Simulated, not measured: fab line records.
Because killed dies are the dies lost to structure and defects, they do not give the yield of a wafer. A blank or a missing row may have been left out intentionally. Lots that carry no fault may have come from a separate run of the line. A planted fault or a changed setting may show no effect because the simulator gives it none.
A lot that was struck, set against a sound lot :: flow nand-harc :: 22 steps out of a route of 1302
Sound: these wafers, L467.1, L467.4, L467.5. Struck: wafers L481.1, L481.4. (L481.2 of the same lot was not struck and is left out.) The cause comes at the end.
Per side, at each step with rows, come the tool, then ch with its chambers, and then its first start. Under that, the readings that differ: sound wafers :: struck wafers :: difference of the means :: sigmas: that difference in standard deviations of wafers without a fault.
alike: same words and numbers on both sides, and readings whose means sit less than 2 such deviations apart. not compared: any withheld reading, any reading some wafer has no value for, any bound like >300 that may hide the same value, and any number with overlapping values for which the record gives no deviation.
The two part at a step that has a row with sigmas, a row that says differs or no value, or rows on one side only. Non-overlapping numbers with no deviation appear without sigmas and do not part them. A reading missing from all wafers of one side parts the sides only when that side holds two or more wafers.

first, 1 step without rows for these wafers: NHARC_A_M0_SRD_25.
NHARC_A_M0_INSPECT_27:
  sound on defect-inspect-02, day 27 00:34; struck on defect-inspect-01, day 32 11:55
reading: raw-defect-count
sound: 877 823 568
struck: 422 445
difference: -322
sigmas: -2
NHARC_A_M0_PRE_CLEAN_31: time 12 s.
  sound on pecvd-03 ch 1,2, day 27 00:39; struck on pecvd-01 ch 0, day 32 12:00
  alike: heater-power-outer-w, heater-power-w, rf-fwd-power-W
  not compared: since-wet-clean-h
NHARC_A_M0_DEP_32: deposits SiCN, target thk 30 nm.
  sound on pecvd-03 ch 1,2, day 27 00:47; struck on pecvd-01 ch 0, day 32 12:07
reading: rf-fwd-power-W (W)
sound: 451.9 450.5 450.5
struck: 447.2 447.3
difference: -3.7
sigmas: -3
  alike: chamber-pressure-Torr, heater-power-outer-w, heater-power-w
  not compared: since-wet-clean-h
then, 7 steps without rows for these wafers: NHARC_A_M1_DEP_00 (deposits SiOC, target thk 182.5 nm); NHARC_A_M1_DEHYDRATE_01 (time 120 s); NHARC_A_M1_HMDS_02 (time 30 s); NHARC_A_M1_COAT_34 (time 65 s); NHARC_A_M1_COAT_03 (resist thk 90 nm); NHARC_A_M1_SOFTBAKE_04 (time 55 s); NHARC_A_M1_EBR_05.
NHARC_A_M1_EXPOSE_06: exposes mask A M1, target cd 120 nm.
  sound on arfi-scanner-01 ch 0, day 27 01:47; struck on arfi-scanner-02 ch 0, day 32 13:03
  alike: mask, reticle-temp-C
then, 2 steps without rows for these wafers: NHARC_A_M1_PEB_07 (peb time 65 s); NHARC_A_M1_DEVELOP_08 (develop time 35 s).
NHARC_A_M1_CD_MEAS_09 targets a cd of 120 nm.
  sound on cd-sem-01 ch 0, day 27 01:55; struck on cd-sem-01 ch 0, day 32 13:11
reading: cd-nm (nm)
sound: 120.3 119.4 119.5
struck: 120.7 122.1
difference: +1.7
sigmas: +3
NHARC_A_M1_OVL_MEAS_10: pitch 240 nm.
  sound on overlay-02, day 27 02:01; struck on overlay-02, day 32 13:16
  alike: overlay-x-nm, overlay-y-nm
NHARC_A_M1_INSPECT_11:
  sound on defect-inspect-02, day 27 02:03; struck on defect-inspect-01, day 32 13:19
  alike: raw-defect-count
NHARC_A_M1_DESCUM_14: chemistry O2, time 3 s.
  sound on rie-diel-13 ch 0,2,3, day 27 02:07; struck on rie-diel-02 ch 1,3, day 32 13:22
reading: model.A_M1.cd-nm (nm)
sound: 120.2 118.5 119.6
struck: 120.9 121.4
difference: +1.7
sigmas: 
  alike: drypump-motor-current-A, oes-product-au, rf-vpp-V, showerhead-plenum-p-Torr, throttle-valve-pct
  not compared: rf-hours-counter-h
NHARC_A_M1_ETCH_35: etches the open film in N2/H2, target depth 40 nm, overetch 12 nm, time 43.94 s.
  sound on rie-diel-13 ch 1,2, day 27 02:11; struck on rie-diel-02 ch 0,1, day 32 13:28
reading: oes-product-au (a.u.)
sound: 1.017 1.013 1.020
struck: 0.984 0.999
difference: -0.025
sigmas: -3
  alike: drypump-motor-current-A, rf-fwd-power-W, rf-vpp-V, showerhead-plenum-p-Torr, throttle-valve-pct
  not compared: rf-hours-counter-h
NHARC_A_M1_ETCH_15: etches the open film in C4F8/Ar, target depth 182.5 nm, time 91.2 s.
  sound on rie-diel-13 ch 0,1; struck on rie-diel-02 ch 2,3
reading: model.A_M1.cd-nm (nm)
sound: 119.5 118.3 119.4
struck: 121.5 121.1
difference: +2.2
sigmas: 
  alike: oes-product-au, rf-fwd-power-W, rf-vpp-V
  not compared: rf-hours-counter-h
NHARC_A_M1_CD_MEAS_16:
  sound on cd-sem-03, day 27 02:25; struck on cd-sem-02, day 32 13:41
reading: cd-nm (nm)
sound: 119.9 118.4 119.3
struck: 121.3 120.9
difference: +1.9
sigmas: +2
NHARC_END_SORT_01:
  sound on prober-02 ch 0, day 28 16:26; struck on prober-02 ch 0, day 33 23:46
reading: defect-limited-yield (%)
sound: 91.6 93.6 93.6
struck: 89.5 85.5
difference: -5.4
sigmas: -2

reading: killed-at-array
sound: 49 42 39
struck: 69 91
difference: +37
sigmas: +2

reading: killed-dies
sound: 57 43 43
struck: 71 98
difference: +37
sigmas: +2
  alike: killed-at-other, killed-at-periphery, killed-open, killed-short

## WHERE THEY PART
Last at NHARC_END_SORT_01 as far as this record goes, first at NHARC_A_M0_INSPECT_27.

WHY: what had been put in by the simulator
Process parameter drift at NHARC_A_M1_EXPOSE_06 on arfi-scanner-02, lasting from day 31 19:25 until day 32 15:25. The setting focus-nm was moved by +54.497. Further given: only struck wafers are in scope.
